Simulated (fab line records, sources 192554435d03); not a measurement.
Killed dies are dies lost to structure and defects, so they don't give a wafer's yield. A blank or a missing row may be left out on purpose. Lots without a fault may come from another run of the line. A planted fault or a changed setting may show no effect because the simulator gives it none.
Chamber matching | flow n5_finfet | N5_HKMG_FIN_DESCUM_53 on rie_diel-04: 4 sister chambers
The step chemistry O2, time 7.9 s. 4 wafers are shown with their chamber, then 10 later ones without.

WAFERS WITH THEIR CHAMBER
wafer  | chamber | throttle_valve_pct (%)
L082.5 | 3       | 20.81
L086.5 | 1       | 20.49
L092.2 | 2       | 20.05
L092.4 | 0       | 20.37

WAFERS WITHOUT THEIR CHAMBER
wafer  | throttle_valve_pct (%)
L092.5 | 20.05
L093.3 | 20.56
L093.5 | 20.53
L093.6 | 20.04
L095.1 | 20.53
L095.4 | 20.53
L095.6 | 20.05
L091.3 | 20.09
L091.4 | 20.39
L091.5 | 20.53

WHICH CHAMBER EACH WENT THROUGH
wafer  | from the rows above | in truth
L092.5 | 2                   | 2
L093.3 | 1                   | 1
L093.5 | 1                   | 1
L093.6 | 2                   | 2
L095.1 | 1                   | 1
L095.4 | 1                   | 1
L095.6 | 2                   | 2
L091.3 | 2                   | 2
L091.4 | 0                   | 0
L091.5 | 1                   | 1
Placed correctly: 10 of 10. Can't be placed from these rows: 0. Placed wrongly: 0.
How it was worked out, from the rows above alone: a wafer's distance from a chamber is the root of the sum, over the readings, of the square of ((its reading less the chamber's mean) divided by the reading's scatter). The wafer belongs to the nearest chamber; if the next one is less than 2 further off, it can't be placed. A chamber's mean is the mean of its shown wafers. The scatter: with one shown wafer a chamber, the root of the mean of the squares of how far each hidden wafer lies from its nearest shown one.
